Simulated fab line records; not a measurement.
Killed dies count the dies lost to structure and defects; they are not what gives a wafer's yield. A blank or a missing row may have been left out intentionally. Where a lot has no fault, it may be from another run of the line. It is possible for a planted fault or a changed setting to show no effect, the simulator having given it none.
Code-filled problem report in 8D (eight disciplines) form || flow nandHarc || the parts of the form that need people (team, actions taken, sign-off) are left out

1. THE PROBLEM
At NHARC_END_SORT_01, killedDies averages 563 over 6 wafers from 2 lots, while fault-free wafers read 32, standard deviation 9. Measured from the usual mean, that is +59 standard deviations.
First seen on wafer L541.3, day 23 22:34, on prober-02. Wafers with a number at this step in the record: 36, from 12 lots. Rule for "out" (also "out of limits"): further than 4 standard deviations from the usual mean. The other wafers with a number count as sound.

2. WHAT IT IS AND WHAT IT IS NOT
{"question": "which readings at this step", "is": "killedDies, killedAtArray", "is not": "killedAtOther, killedAtPeriphery, killedShort"}
{"question": "which lots", "is": "L541, L544", "is not": "L525, L526, L531, L532, L533, L534, L535, L536, L540, L548"}
{"question": "which wafers of those lots", "is": "all that have a number", "is not": "-"}
{"question": "read on which gauges", "is": "prober-02", "is not": "prober-01"}
{"question": "when", "is": "from day 23 22:34", "is not": "up to then (24 sound wafers); but 6 sound wafers of L540, L548 came after"}

3. WHAT RULES OUT EACH SUSPECT
Counting: any tool at a process step up to the reading is kept as a suspect provided that every lot that is out went through it and no sound lot did after the first of them.
- ruled out: the gauge at NHARC_END_SORT_01. All the wafers that are out were read on prober-02, but those of them that NHARC_A_STAIRCASE_ETCH_25 has rows for are out there too, on other tools.
- rieDiel-09 at NHARC_A_STAIRCASE_TRIM_24 (chemistry O2, time 211.2 s): kept. It processed each lot that is out, first L541 at day 14 15:44, and no sound lot thereafter; up to then, the last sound lot it processed was L534 at day 12 23:46. NHARC_A_STAIRCASE_TRIM_24 gives no start for some lots, so the hours and the order of its lots are those of NHARC_A_STAIRCASE_ETCH_25.
- rieDiel-09 at NHARC_A_STAIRCASE_ETCH_25 (etches the open film in C4F8/O2, target depth 100 nm, time 40.5 s): kept. It processed each lot that is out, first L541 at day 14 15:44, and no sound lot thereafter; up to then, the last sound lot it processed was L534 at day 12 23:46. Its own readings are out on those wafers: oesProductAu.
- rieDiel-09 at NHARC_A_STAIRCASE_TRIM_26 (chemistry O2, time 211.2 s): kept. It processed each lot that is out, first L541 at day 23 22:34, and no sound lot thereafter; up to then, the last sound lot it processed was L531 at day 22 05:53. NHARC_A_STAIRCASE_TRIM_26 gives no start for some lots, so the hours and the order of its lots are those of NHARC_END_SORT_01.
Still standing after the count: rieDiel-09 at NHARC_A_STAIRCASE_TRIM_24, rieDiel-09 at NHARC_A_STAIRCASE_ETCH_25, rieDiel-09 at NHARC_A_STAIRCASE_TRIM_26.

4. THE CAUSE (what the simulator had put in)
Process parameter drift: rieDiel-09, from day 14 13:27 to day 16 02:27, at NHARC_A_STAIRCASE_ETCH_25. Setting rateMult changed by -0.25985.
This tool is one of the 3 suspects left after counting.

5. THE EFFECT CHAIN, in route order
Each row: a reading whose mean over the struck wafers that have a number lies more than 3 standard deviations from the usual. Readings are gone through only where the record gives a usual standard deviation; hours: the median, over the lots, of the time from a lot's start at the first step in this table giving one to that lot's start at this step; sigmas: the change measured in usual standard deviations.
{"hours": 0, "step": "NHARC_A_STAIRCASE_ETCH_25", "reading": "oesProductAu", "usual": "0.942 a.u.", "on struck wafers": 0.798, "change": -0.144, "sigmas": -10}
{"hours": 230, "step": "NHARC_END_SORT_01", "reading": "killedAtArray", "usual": 28, "on struck wafers": 560, "change": "+532", "sigmas": "+58"}
{"hours": 230, "step": "NHARC_END_SORT_01", "reading": "killedDies", "usual": 32, "on struck wafers": 563, "change": "+531", "sigmas": "+59"}
Here are the process steps it includes:
- NHARC_A_STAIRCASE_ETCH_25: etches the open film in C4F8/O2, target depth 100 nm, time 40.5 s.

6. WHAT WOULD HAVE CAUGHT IT SOONER
The first out-of-limits reading at a measuring or inspecting step in this record came at day 23 22:34, 225 hours after the fault's start at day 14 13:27.
At NHARC_A_STAIRCASE_ETCH_25, the tool's own readings (oesProductAu) were out on each struck wafer the step has a row for, so an alarm limit on them would have fired on the first such wafer.
By day 23 22:34 the whole set of lots that are out, 2 in number, had already begun NHARC_A_STAIRCASE_ETCH_25 on rieDiel-09. None of them would have been spared by holding the tool at that moment.
